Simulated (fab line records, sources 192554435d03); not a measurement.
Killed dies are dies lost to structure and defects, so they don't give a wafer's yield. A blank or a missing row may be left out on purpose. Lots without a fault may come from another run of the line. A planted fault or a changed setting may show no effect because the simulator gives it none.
Which tool did it? | flow n5_finfet | 24 lots, 72 wafers sampled, at 3 steps of a route of 1938

WHAT THE GAUGES READ, wafer by wafer
N5_GATE_CUT_OVL_MEAS_14.
lot  | measured     | on         | GATE_CUT_OVL (nm)
L074 | day 4 12:33  | overlay-02 | -0.4 -0.7 -1.2
L075 | day 4 23:44  | overlay-02 | 0.0 0.2 0.5
L076 | day 5 02:56  | overlay-02 | 0.3 1.1 0.8
L077 | day 5 05:31  | overlay-01 | -0.1 -0.3 -0.1
L078 | day 5 12:27  | overlay-01 | -0.2 0.5 -1.5
L079 | day 5 18:43  | overlay-01 | -0.4 -1.4 -0.9
L080 | day 6 01:34  | overlay-02 | -0.3 -1.0 -1.0
L081 | day 6 07:45  | overlay-01 | -1.5 -0.9 -1.2
L082 | day 6 12:02  | overlay-01 | 0.9 1.3 0.6
L083 | day 6 19:43  | overlay-02 | -0.3 -0.6 0.0
L084 | day 7 05:55  | overlay-02 | -0.6 0.0 -0.2
L085 | day 7 06:32  | overlay-02 | -1.3 -1.1 -1.0
L086 | day 7 11:19  | overlay-01 | -1.5 -0.1 -2.0
L087 | day 7 18:26  | overlay-02 | -0.7 -0.2 0.0
L088 | day 7 23:22  | overlay-01 | 0.7 0.0 0.9
L089 | day 8 06:25  | overlay-02 | -0.2 -0.1 0.0
L090 | day 8 10:19  | overlay-01 | -1.0 -0.2 -0.8
L091 | day 8 20:54  | overlay-01 | 0.6 -0.3 0.3
L092 | day 8 22:37  | overlay-01 | -0.1 -1.1 -0.5
L093 | day 9 07:26  | overlay-02 | 0.3 0.6 0.2
L094 | day 9 16:04  | overlay-02 | -0.2 0.0 0.1
L095 | day 9 17:41  | overlay-01 | -0.1 -0.5 -0.8
L096 | day 9 23:17  | overlay-01 | -0.1 0.0 0.4
L097 | day 10 04:46 | overlay-02 | 0.5 0.5 0.7

WHICH TOOL RAN EACH LOT (tool, then ch and the chambers of the sampled wafers, then the start)
lot  | N5_HKMG_FIN_STRIP_34              | N5_GATE_CUT_SAC_CAP_01
L074 | rie_diel-01 ch 0,1,2, day 4 03:41 | ald_sin-03 ch 1,3, day 4 09:35
L075 | rie_diel-06 ch 0,2,3, day 4 15:10 | ald_sin-01 ch 1,2,3, day 4 20:38
L076 | rie_diel-02 ch 2,3, day 4 18:45   | ald_sin-02 ch 0,2,3, day 4 23:50
L077 | rie_diel-02 ch 1,2,3, day 4 20:03 | ald_sin-02 ch 0,1,3, day 5 02:32
L078 | rie_diel-02 ch 0,1,2, day 5 04:35 | ald_sin-03 ch 0,1,3, day 5 09:21
L079 | rie_diel-01 ch 0,1,3, day 5 10:52 | ald_sin-02 ch 1,2,3, day 5 15:44
L080 | rie_diel-06 ch 0,2, day 5 17:28   | ald_sin-03 ch 0,2, day 5 22:35
L081 | rie_diel-06 ch 0,3, day 5 23:35   | ald_sin-02 ch 0,3, day 6 04:47
L082 | rie_diel-02 ch 0,1,2, day 6 04:06 | ald_sin-03 ch 0,2,3, day 6 08:57
L083 | rie_diel-02 ch 1,2, day 6 11:59   | ald_sin-03 ch 0,2,3, day 6 16:44
L084 | rie_diel-01 ch 0,2,3, day 6 22:02 | ald_sin-02 ch 0,1,2, day 7 02:47
L085 | rie_diel-01 ch 0,2,3, day 6 22:37 | ald_sin-01 ch 1,2,3, day 7 03:33
L086 | rie_diel-01 ch 0,2,3, day 7 02:58 | ald_sin-03 ch 2,3, day 7 08:20
L087 | rie_diel-01 ch 1,3, day 7 10:41   | ald_sin-03 ch 1,2,3, day 7 15:29
L088 | rie_diel-06 ch 0,2, day 7 15:32   | ald_sin-02 ch 2,3, day 7 20:16
L089 | rie_diel-02 ch 1,2, day 7 22:25   | ald_sin-02 ch 0,1,2, day 8 03:19
L090 | rie_diel-02 ch 0,1, day 8 02:37   | ald_sin-01 ch 0,1,3, day 8 07:21
L091 | rie_diel-02 ch 1,2, day 8 12:25   | ald_sin-02 ch 2,3, day 8 17:49
L092 | rie_diel-06 ch 1,2, day 8 14:41   | ald_sin-01 ch 0,2, day 8 19:37
L093 | rie_diel-06 ch 0,1,2, day 8 23:30 | ald_sin-02 ch 1,2,3, day 9 04:20
L094 | rie_diel-02 ch 0,1, day 9 07:55   | ald_sin-03 ch 1,3, day 9 13:05
L095 | rie_diel-02 ch 0,1,3, day 9 09:09 | ald_sin-01 ch 0,2,3, day 9 14:41
L096 | rie_diel-06 ch 2,3, day 9 15:19   | ald_sin-03 ch 0,2,3, day 9 20:08
L097 | rie_diel-02 ch 0,3, day 9 20:34   | ald_sin-03 ch 0,1,2, day 10 01:47
- N5_HKMG_FIN_STRIP_34: strips in CF4.
- N5_GATE_CUT_SAC_CAP_01: material SiNx, target thk 24 nm, pulse time 1 s, ald cycles 480.

WHAT THE TOOLS THEMSELVES READ (means of the sampled wafers that have a number; where no wafer has one, the mark that the record gives instead)
N5_HKMG_FIN_STRIP_34.
lot  | tool        | drypump_motor_current_A (A) | oes_product_au (a.u.) | rf_fwd_power_W (W) | rf_vpp_V (V) | showerhead_plenum_p_Torr (Torr) | throttle_valve_pct (%)
L074 | rie_diel-01 | 5.3                         | 0.73                  | 293.5              | 271.0        | 1.79                            | 13.73
L075 | rie_diel-06 | 5.6                         | 0.81                  | 294.6              | 271.9        | 1.82                            | 13.52
L076 | rie_diel-02 | 5.9                         | 0.69                  | 292.6              | 271.5        | 1.83                            | 13.91
L077 | rie_diel-02 | 6.1                         | 0.72                  | 292.7              | 271.2        | 1.79                            | 13.73
L078 | rie_diel-02 | 5.9                         | 0.80                  | 293.5              | 271.3        | 1.83                            | 13.53
L079 | rie_diel-01 | 5.0                         | 0.80                  | 293.4              | 270.3        | 1.76                            | 13.57
L080 | rie_diel-06 | 5.7                         | 0.82                  | 294.5              | 273.0        | 1.87                            | 13.47
L081 | rie_diel-06 | 5.7                         | 0.84                  | 293.7              | 271.7        | 1.84                            | 13.35
L082 | rie_diel-02 | 5.9                         | 0.88                  | 294.0              | 272.1        | 1.83                            | 13.37
L083 | rie_diel-02 | 6.1                         | 0.83                  | 294.6              | 271.0        | 1.77                            | 13.40
L084 | rie_diel-01 | 5.4                         | 0.77                  | 296.1              | 271.3        | 1.79                            | 13.60
L085 | rie_diel-01 | 5.4                         | 0.77                  | 295.6              | 270.5        | 1.79                            | 13.59
L086 | rie_diel-01 | 5.4                         | 0.77                  | 295.1              | 270.8        | 1.79                            | 13.60
L087 | rie_diel-01 | 5.1                         | 0.78                  | 293.9              | 269.8        | 1.73                            | 13.70
L088 | rie_diel-06 | 5.7                         | 0.79                  | 294.3              | 273.1        | 1.86                            | 13.51
L089 | rie_diel-02 | 6.0                         | 0.85                  | 293.5              | 271.8        | 1.81                            | 13.40
L090 | rie_diel-02 | 5.8                         | 0.84                  | 295.1              | 272.2        | 1.84                            | 13.40
L091 | rie_diel-02 | 6.1                         | 0.81                  | 294.5              | 270.7        | 1.77                            | 13.44
L092 | rie_diel-06 | 5.7                         | 0.77                  | 293.5              | 271.8        | 1.81                            | 13.74
L093 | rie_diel-06 | 5.8                         | 0.81                  | 292.6              | 271.6        | 1.83                            | 13.54
L094 | rie_diel-02 | 5.8                         | 0.84                  | 294.4              | 271.5        | 1.84                            | 13.42
L095 | rie_diel-02 | 6.0                         | 0.85                  | 293.0              | 271.4        | 1.80                            | 13.45
L096 | rie_diel-06 | 5.6                         | 0.74                  | 293.9              | 271.3        | 1.76                            | 13.71
L097 | rie_diel-02 | 5.7                         | 0.88                  | 294.3              | 272.2        | 1.85                            | 13.42

N5_GATE_CUT_SAC_CAP_01.
lot  | tool       | heater_power_w (W) | precursor_pulse_height_rel
L074 | ald_sin-03 | 988                | 1.005
L075 | ald_sin-01 | 836                | 1.009
L076 | ald_sin-02 | 851                | 0.989
L077 | ald_sin-02 | 871                | 1.008
L078 | ald_sin-03 | 892                | 1.021
L079 | ald_sin-02 | 854                | 1.004
L080 | ald_sin-03 | 756                | 1.013
L081 | ald_sin-02 | 878                | 1.010
L082 | ald_sin-03 | 836                | 1.009
L083 | ald_sin-03 | 845                | 1.006
L084 | ald_sin-02 | 842                | 0.995
L085 | ald_sin-01 | 851                | 0.998
L086 | ald_sin-03 | 934                | 0.997
L087 | ald_sin-03 | 1008               | 0.993
L088 | ald_sin-02 | 845                | 1.004
L089 | ald_sin-02 | 845                | 1.004
L090 | ald_sin-01 | 798                | 1.012
L091 | ald_sin-02 | 867                | 1.023
L092 | ald_sin-01 | 922                | 0.975
L093 | ald_sin-02 | 865                | 1.001
L094 | ald_sin-03 | 1080               | 1.013
L095 | ald_sin-01 | 888                | 1.010
L096 | ald_sin-03 | 857                | 1.019
L097 | ald_sin-03 | 933                | 0.986

THE ANSWER, worked out from the rows above alone
Rule: what is usual is taken from the lots themselves. Put in order of their means at a reading, lots are off if they are a third of the lots or fewer, leave a main group of 4 or more, and stand apart from it by a gap of 3 or more times the standard deviation of the main group's means; of several such gaps the widest counts. A main group whose means are all the same, to the digits that the tables above print for the reading, isn't used. A lot without any number at a reading at which 4 lots or more have one is off too. The other lots that the step has rows for count as sound. The gauges are gone through in route order, then the tools' own readings, and for those a lot's mean is taken as printed above. The first step at which some lot is off is used, and at that step the reading that is off furthest; a lot without a number counts as furthest.
No lot is off at any reading shown: from this, nothing can be told.

WHAT THE SIMULATOR HAD PUT IN
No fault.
